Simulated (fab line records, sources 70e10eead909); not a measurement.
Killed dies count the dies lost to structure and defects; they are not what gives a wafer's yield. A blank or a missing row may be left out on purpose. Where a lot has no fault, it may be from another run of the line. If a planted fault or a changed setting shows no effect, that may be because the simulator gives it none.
fab line records	flow nandHarc
[record] lots = 6	wafers = 16	lastDay = 34
route steps=1302 shown A_ONON_D2@550 END@1302
lots that met no fault: taken from a fault-free run of the same line
startH: the number of hours between the record's first day and the start of the first shown wafer of the lot	waitH: how many hours have passed since the lot's step before this one	" repeats the value in the row above	L1.1+2: several wafers, shown together as one row	- no value present, or no start provided	* or withheld: withheld	< > ~ a bound
route shown NAME@n: NAME is a module with steps in the file, n the number in the route of the first one	usual: mean/standard deviation of fault-free wafers	same: alike in all rows	chamber/n: place in a boat	sites: each site's reading	_std_site: their standard deviation	_edge_site: inner sites' mean taken away from outer sites' mean	radiusMm: for every site, how far away it sits from the centre of the wafer	mask NAME#n: copy n	behind: the tool/chamber that last shaped the wafer	hold: reason for holding the lot/hours on hold/outcome of the hold	device: transistor that didn't switch, given as n, p or np	end of line: the tests these same wafers got at the end of their route	where a step has no rows: the recipe by itself	killed: count of dies lost to structure and defects at first sort (not the wafer's yield)	map: dies across one wafer; x = killed, . = not, _ = none there
set.NAME: the setting as run; set.NAME@STEP: as run at that earlier step	model.NAME: the simulator's own value behind a step, which no gauge read
certain route steps with their lots: each step a table, each wafer a row
services: from which hour (startH, from the record's first day; less than 0 if before it) a tool's chamber was out of use, for how many hours, and why
[[steps]]
[step NHARC_A_ONON_D2_THK_MEAS_08]
[recipe] thkMeasGauge = ellipsometry
[usual] thkNm = 1005/7.6
lot.wafer	tool	chamber	startH	waitH	thkNm
L973.3	filmMetro-01	-	353.19	-	1009
L973.5	"	-	"	"	1008
L973.6	"	-	"	"	1011
L975.1	filmMetro-01	-	380.98	-	1004
L975.2	"	-	"	"	1004
L975.4	"	-	"	"	1005
L982.5	filmMetro-01	-	457.77	-	1009
L982.6	"	-	"	"	1006
L984.3	filmMetro-02	-	474.53	-	1005
L984.6	"	-	"	"	1006
L986.4	filmMetro-01	-	491.71	-	1017
L986.5	"	-	"	"	1016
L986.6	"	-	"	"	1016
L987.4	filmMetro-02	-	506.54	-	1012
L987.5	"	-	"	"	1012
L987.6	"	-	"	"	1012
[step NHARC_A_ONON_D2_DEP_09]
[recipe] targetThkA = 10000	n2FlowSccm = 2750	n2oFlowSccm = 2000	nh3FlowSccm = 500	sih4FlowSccm = 210	tempC = 400
[step NHARC_A_ONON_D2_THK_MEAS_11]
[recipe] thkMeasGauge = ellipsometry
[usual] thkNm = 996/12
lot.wafer	tool	chamber	startH	waitH	thkNm
L973.3	filmMetro-02	-	353.75	-	1011
L973.5	"	-	"	"	1012
L973.6	"	-	"	"	1012
L975.1	filmMetro-01	-	381.54	-	1000
L975.2	"	-	"	"	999
L975.4	"	-	"	"	998
L982.5	filmMetro-01	-	458.36	-	985
L982.6	"	-	"	"	986
L984.3	filmMetro-02	-	475.09	-	994
L984.6	"	-	"	"	994
L986.4	filmMetro-01	-	492.27	-	977
L986.5	"	-	"	"	977
L986.6	"	-	"	"	978
L987.4	filmMetro-01	-	507.11	-	988
L987.5	"	-	"	"	986
L987.6	"	-	"	"	987
[step NHARC_A_ONON_D2_DEP_12]
[recipe] targetThkA = 10000	n2FlowSccm = 2750	n2oFlowSccm = 2000	nh3FlowSccm = 500	sih4FlowSccm = 210	tempC = 400
[step NHARC_A_ONON_D2_THK_MEAS_14]
[recipe] thkMeasGauge = ellipsometry
[usual] thkNm = 999/9.9
lot.wafer	tool	chamber	startH	waitH	thkNm
L973.3	filmMetro-01	-	354.32	-	1004
L973.5	"	-	"	"	1003
L973.6	"	-	"	"	1005
L975.1	filmMetro-01	-	382.11	-	994
L975.2	"	-	"	"	997
L975.4	"	-	"	"	996
L982.5	filmMetro-01	-	458.95	-	1002
L982.6	"	-	"	"	1002
L984.3	filmMetro-02	-	475.65	-	992
L984.6	"	-	"	"	992
L986.4	filmMetro-01	-	492.84	-	1002
L986.5	"	-	"	"	1002
L986.6	"	-	"	"	1001
L987.4	filmMetro-02	-	507.67	-	997
L987.5	"	-	"	"	996
L987.6	"	-	"	"	996
[step NHARC_A_ONON_D2_ANNEAL_15]
[recipe] tempC = 750	timeS = 3600
[step NHARC_A_ONON_D2_DEP_16]
[recipe] targetThkA = 10000	n2FlowSccm = 2750	n2oFlowSccm = 2000	nh3FlowSccm = 500	sih4FlowSccm = 210	tempC = 400
[step NHARC_A_ONON_D2_THK_MEAS_18]
[recipe] thkMeasGauge = ellipsometry
[usual] thkNm = 1002/13
lot.wafer	tool	chamber	startH	waitH	thkNm
L973.3	filmMetro-01	-	362.10	-	998
L973.5	"	-	"	"	996
L973.6	"	-	"	"	997
L975.1	filmMetro-02	-	389.83	-	992
L975.2	"	-	"	"	993
L975.4	"	-	"	"	994
L982.5	filmMetro-01	-	467.25	-	983
L982.6	"	-	"	"	985
L984.3	filmMetro-02	-	483.33	-	1003
L984.6	"	-	"	"	1000
L986.4	filmMetro-02	-	500.90	-	1010
L986.5	"	-	"	"	1013
L986.6	"	-	"	"	1014
L987.4	filmMetro-02	-	518.78	-	1012
L987.5	"	-	"	"	1012
L987.6	"	-	"	"	1012
[step NHARC_A_ONON_D2_DEP_19]
[recipe] targetThkA = 10000	n2FlowSccm = 2750	n2oFlowSccm = 2000	nh3FlowSccm = 500	sih4FlowSccm = 210	tempC = 400
[step NHARC_A_ONON_D2_THK_MEAS_21]
[recipe] thkMeasGauge = ellipsometry
[usual] thkNm = 1000/9.2
lot.wafer	tool	chamber	startH	waitH	thkNm
L973.3	filmMetro-01	-	362.67	-	997
L973.5	"	-	"	"	996
L973.6	"	-	"	"	996
L975.1	filmMetro-01	-	390.39	-	1003
L975.2	"	-	"	"	1005
L975.4	"	-	"	"	1005
L982.5	filmMetro-02	-	467.81	-	1006
L982.6	"	-	"	"	1006
L984.3	filmMetro-01	-	483.89	-	995
L984.6	"	-	"	"	998
L986.4	filmMetro-01	-	501.47	-	985
L986.5	"	-	"	"	983
L986.6	"	-	"	"	983
L987.4	filmMetro-02	-	519.35	-	1011
L987.5	"	-	"	"	1011
L987.6	"	-	"	"	1012
[step NHARC_A_ONON_D2_DEP_22]
[recipe] targetThkA = 10000	n2FlowSccm = 2750	n2oFlowSccm = 2000	nh3FlowSccm = 500	sih4FlowSccm = 210	tempC = 400
[step NHARC_A_ONON_D2_THK_MEAS_24]
[recipe] thkMeasGauge = ellipsometry
[usual] thkNm = 999/12
lot.wafer	tool	chamber	startH	waitH	thkNm
L973.3	filmMetro-02	-	363.23	-	995
L973.5	"	-	"	"	997
L973.6	"	-	"	"	995
L975.1	filmMetro-01	-	390.96	-	983
L975.2	"	-	"	"	979
L975.4	"	-	"	"	981
L982.5	filmMetro-01	-	468.38	-	1007
L982.6	"	-	"	"	1007
L984.3	filmMetro-01	-	484.46	-	998
L984.6	"	-	"	"	998
L986.4	filmMetro-01	-	502.04	-	993
L986.5	"	-	"	"	997
L986.6	"	-	"	"	994
L987.4	filmMetro-01	-	519.91	-	1002
L987.5	"	-	"	"	1002
L987.6	"	-	"	"	1002
[step NHARC_A_ONON_D2_DEP_25]
[recipe] targetThkA = 10000	n2FlowSccm = 2750	n2oFlowSccm = 2000	nh3FlowSccm = 500	sih4FlowSccm = 210	tempC = 400
[usual] nh3FlowSccm = 500.0/1.2	sih4FlowSccm = 210.0/0.62
lot.wafer	tool	chamber	startH	waitH	nh3FlowSccm	sih4FlowSccm
L973.3	pecvdOnon-03	0	363.40	0.2	499.4	209.4
L973.5	"	0	"	"	501.0	209.4
L973.6	"	0	"	"	501.2	209.0
L975.1	pecvdOnon-02	0	391.02	0.1	498.9	210.0
L975.2	"	0	"	"	499.3	210.4
L975.4	"	0	"	"	501.5	210.5
L982.5	pecvdOnon-03	0	468.67	0.3	502.2	210.6
L982.6	"	0	"	"	501.8	210.4
L984.3	pecvdOnon-03	0	484.63	0.2	499.9	210.6
L984.6	"	0	"	"	498.8	209.5
L986.4	pecvdOnon-01	0	502.26	0.2	500.7	209.0
L986.5	"	0	"	"	499.9	210.4
L986.6	"	0	"	"	501.3	209.7
L987.4	pecvdOnon-02	0	520.13	0.2	499.2	210.4
L987.5	"	0	"	"	497.3	210.7
L987.6	"	0	"	"	497.9	210.9
[step NHARC_A_ONON_D2_THK_MEAS_27]
[recipe] thkMeasGauge = ellipsometry
[usual] thkNm = 1004/11
lot.wafer	tool	chamber	startH	waitH	thkNm
L973.3	filmMetro-01	-	363.80	-	987
L973.5	"	-	"	"	987
L973.6	"	-	"	"	986
L975.1	filmMetro-02	-	391.53	-	1007
L975.2	"	-	"	"	1008
L975.4	"	-	"	"	1007
L982.5	filmMetro-01	-	468.95	-	1106
L982.6	"	-	"	"	1010
L984.3	filmMetro-02	-	485.03	-	1111
L984.6	"	-	"	"	1017
L986.4	filmMetro-02	-	502.60	-	1006
L986.5	"	-	"	"	1007
L986.6	"	-	"	"	1007
L987.4	filmMetro-01	-	520.47	-	988
L987.5	"	-	"	"	987
L987.6	"	-	"	"	984
[step NHARC_A_ONON_D2_DEP_28]
[recipe] targetThkA = 10000	n2FlowSccm = 2750	n2oFlowSccm = 2000	nh3FlowSccm = 500	sih4FlowSccm = 210	tempC = 400
[step NHARC_END_SORT_01]
[recipe] tempC = 25
[usual] killedAtArray = 52/18	killedAtOther = 0.6/0.83	killedAtPeriphery = 4.3/2.8	killedDies = 57/19	killedOpen = 3.4/2	killedShort = 2.5/1.7
[same] grossDies = 677
lot.wafer	tool	chamber	startH	waitH	killedAtArray	killedAtOther	killedAtPeriphery	killedDies	killedOpen	killedShort
L982.5	prober-01	0	734.57	3.8	673	0	4	677	3	0
L982.6	prober-01	0	735.38	4.1	72	2	6	80	3	2
L984.3	prober-02	0	770.52	3.1	671	0	6	677	2	2
// killed by level:class
L982.5 A_ONON_D2:areaDep=607 A_CHANNEL_HOLE_D1:chamberFilmFlake=32 A_SLIT:chamberFilmFlake=20 A_STAIRCASE:chamberFilmFlake=6 A_WL_FILL:chamberFilmFlake=3 A_CONTACT:chamberFilmFlake=3 P_CONTACT:chamberFilmFlake=2 P_CONTACT:geometricParticle:open=1
L982.6 A_CHANNEL_HOLE_D1:chamberFilmFlake=37 A_SLIT:chamberFilmFlake=16 A_STAIRCASE:chamberFilmFlake=7 A_CONTACT:chamberFilmFlake=5 P_CONTACT:chamberFilmFlake=4 THIN_TSV:chamberFilmFlake=2 A_ONON_D1:geometricParticle:open=1 A_CHANNEL_FILL_D1:geometricParticle:short=1
L984.3 A_ONON_D2:areaDep=629 A_SLIT:chamberFilmFlake=16 A_CHANNEL_HOLE_D2:chamberFilmFlake=8 A_CONTACT:chamberFilmFlake=7 A_CHANNEL_HOLE_D1:chamberFilmFlake=6 P_GATE:chamberFilmFlake=4 A_ONON_D2:geometricParticle:short=1 A_CHANNEL_HOLE_D2:geometricParticle:open=1
// map L982.5 (x killed, . not)
____________x____________
_________xxxxxxx_________
_______xxxxxxxxxxx_______
______xxxxxxxxxxxxx______
_____xxxxxxxxxxxxxxx_____
____xxxxxxxxxxxxxxxxx____
____xxxxxxxxxxxxxxxxx____
___xxxxxxxxxxxxxxxxxxx___
___xxxxxxxxxxxxxxxxxxx___
__xxxxxxxxxxxxxxxxxxxxx__
__xxxxxxxxxxxxxxxxxxxxx__
_xxxxxxxxxxxxxxxxxxxxxxx_
_xxxxxxxxxxxxxxxxxxxxxxx_
_xxxxxxxxxxxxxxxxxxxxxxx_
_xxxxxxxxxxxxxxxxxxxxxxx_
_xxxxxxxxxxxxxxxxxxxxxxx_
xxxxxxxxxxxxxxxxxxxxxxxxx
xxxxxxxxxxxxxxxxxxxxxxxxx
xxxxxxxxxxxxxxxxxxxxxxxxx
xxxxxxxxxxxxxxxxxxxxxxxxx
xxxxxxxxxxxxxxxxxxxxxxxxx
_xxxxxxxxxxxxxxxxxxxxxxx_
_xxxxxxxxxxxxxxxxxxxxxxx_
_xxxxxxxxxxxxxxxxxxxxxxx_
_xxxxxxxxxxxxxxxxxxxxxxx_
_xxxxxxxxxxxxxxxxxxxxxxx_
__xxxxxxxxxxxxxxxxxxxxx__
__xxxxxxxxxxxxxxxxxxxxx__
___xxxxxxxxxxxxxxxxxxx___
___xxxxxxxxxxxxxxxxxxx___
____xxxxxxxxxxxxxxxxx____
____xxxxxxxxxxxxxxxxx____
_____xxxxxxxxxxxxxxx_____
______xxxxxxxxxxxxx______
_______xxxxxxxxxxx_______
_________xxxxxxx_________
____________x____________
// map L984.3 (x killed, . not)
____________x____________
_________xxxxxxx_________
_______xxxxxxxxxxx_______
______xxxxxxxxxxxxx______
_____xxxxxxxxxxxxxxx_____
____xxxxxxxxxxxxxxxxx____
____xxxxxxxxxxxxxxxxx____
___xxxxxxxxxxxxxxxxxxx___
___xxxxxxxxxxxxxxxxxxx___
__xxxxxxxxxxxxxxxxxxxxx__
__xxxxxxxxxxxxxxxxxxxxx__
_xxxxxxxxxxxxxxxxxxxxxxx_
_xxxxxxxxxxxxxxxxxxxxxxx_
_xxxxxxxxxxxxxxxxxxxxxxx_
_xxxxxxxxxxxxxxxxxxxxxxx_
_xxxxxxxxxxxxxxxxxxxxxxx_
xxxxxxxxxxxxxxxxxxxxxxxxx
xxxxxxxxxxxxxxxxxxxxxxxxx
xxxxxxxxxxxxxxxxxxxxxxxxx
xxxxxxxxxxxxxxxxxxxxxxxxx
xxxxxxxxxxxxxxxxxxxxxxxxx
_xxxxxxxxxxxxxxxxxxxxxxx_
_xxxxxxxxxxxxxxxxxxxxxxx_
_xxxxxxxxxxxxxxxxxxxxxxx_
_xxxxxxxxxxxxxxxxxxxxxxx_
_xxxxxxxxxxxxxxxxxxxxxxx_
__xxxxxxxxxxxxxxxxxxxxx__
__xxxxxxxxxxxxxxxxxxxxx__
___xxxxxxxxxxxxxxxxxxx___
___xxxxxxxxxxxxxxxxxxx___
____xxxxxxxxxxxxxxxxx____
____xxxxxxxxxxxxxxxxx____
_____xxxxxxxxxxxxxxx_____
______xxxxxxxxxxxxx______
_______xxxxxxxxxxx_______
_________xxxxxxx_________
____________x____________
[[services]]
tool	chamber	startH	hours	kind
pecvdOnon-02	-	366.09	13.0	pm
pecvdOnon-03	-	408.00	13.0	pm
pecvdOnon-01	-	450.21	13.0	pm
[[key]]
[firstSign] step = NHARC_A_ONON_D2_THK_MEAS_27	reading = thkNm	direction = up	sigmas = 9.9	usual = 1004	struck = 1108
[effect] step = NHARC_END_SORT_01	reading = killedAtArray	direction = up	sigmas = 34	usual = 52	struck = 672
[moreKillsBornAt] NHARC_A_ONON_D2_DEP_25@pecvdOnon-03 = 1236
metAt NHARC_A_ONON_D2_DEP_25
struckWafers L982.5,L984.3
laterRowsLeftOut L982.5,L984.3
testerLeftOut L982,L984
onsetBetween 363.40 468.67
[fault] kind = processParameterDrift	tool = pecvdOnon-03	chamber = -	onsetH = 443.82	steps = NHARC_A_ONON_D2_DEP_25	channel = targetThkA	offset = *	shape = step	endH = 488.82	scope = struckWafersOnly	actsIn = *	stated = *
// testerLeftOut: of these lots the tester's yield and bins aren't shown, on N5 and GAA mostly nor the transistor test; their killed dies are dies lost to structure and defects alone, not to doping, threshold or leakage, so they don't give the yield
// laterRowsLeftOut: the simulator's readings of these wafers behind a module that went badly wrong aren't trusted and aren't shown, but for the sort
